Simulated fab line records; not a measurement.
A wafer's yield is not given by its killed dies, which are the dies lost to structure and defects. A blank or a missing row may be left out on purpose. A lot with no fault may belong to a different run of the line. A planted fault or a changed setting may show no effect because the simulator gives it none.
Chamber matching || flow n5-finfet || N5_BEOL_M2_STRIP_19 on rie-diel-06 has 4 sister chambers
The step strips in O2. 4 wafers are shown with their chamber, then 12 later ones without.

## WAFERS WITH THEIR CHAMBER
{"wafer": "L088.3", "chamber": 2, "drypump-motor-current-A (A)": 6.0}
{"wafer": "L091.2", "chamber": 1, "drypump-motor-current-A (A)": 5.3}
{"wafer": "L091.5", "chamber": 3, "drypump-motor-current-A (A)": 5.0}
{"wafer": "L091.6", "chamber": 0, "drypump-motor-current-A (A)": 5.8}

## WAFERS MISSING THEIR CHAMBER
{"wafer": "L092.1", "drypump-motor-current-A (A)": 6.0}
{"wafer": "L092.4", "drypump-motor-current-A (A)": 5.3}
{"wafer": "L092.6", "drypump-motor-current-A (A)": 5.8}
{"wafer": "L093.3", "drypump-motor-current-A (A)": 5.0}
{"wafer": "L093.4", "drypump-motor-current-A (A)": 5.8}
{"wafer": "L093.6", "drypump-motor-current-A (A)": 5.0}
{"wafer": "L095.1", "drypump-motor-current-A (A)": 6.1}
{"wafer": "L095.2", "drypump-motor-current-A (A)": 5.3}
{"wafer": "L095.4", "drypump-motor-current-A (A)": 5.8}
{"wafer": "L096.2", "drypump-motor-current-A (A)": 5.8}
{"wafer": "L096.4", "drypump-motor-current-A (A)": 5.0}
{"wafer": "L096.5", "drypump-motor-current-A (A)": 5.3}

## EACH ONE'S CHAMBER
{"wafer": "L092.1", "from the rows above": 2, "in truth": 2}
{"wafer": "L092.4", "from the rows above": 1, "in truth": 1}
{"wafer": "L092.6", "from the rows above": 0, "in truth": 0}
{"wafer": "L093.3", "from the rows above": 3, "in truth": 3}
{"wafer": "L093.4", "from the rows above": 0, "in truth": 0}
{"wafer": "L093.6", "from the rows above": 3, "in truth": 3}
{"wafer": "L095.1", "from the rows above": 2, "in truth": 2}
{"wafer": "L095.2", "from the rows above": 1, "in truth": 1}
{"wafer": "L095.4", "from the rows above": 0, "in truth": 0}
{"wafer": "L096.2", "from the rows above": 0, "in truth": 0}
{"wafer": "L096.4", "from the rows above": 3, "in truth": 3}
{"wafer": "L096.5", "from the rows above": 1, "in truth": 1}
12 of 12 placed correctly. Left unplaced by these rows: 0. Wrongly placed: 0.
How it was worked out, from the rows above alone: a wafer's distance from a chamber is the root of the sum, over the readings, of the square of ((its reading less the chamber's mean) divided by the reading's scatter). The wafer belongs to the nearest chamber; if the next one is less than 2 further off, it can't be placed. The mean given for a chamber averages the wafers shown for that chamber. The scatter: root of mean squared gap, hidden wafer to nearest shown wafer, with one shown wafer a chamber.
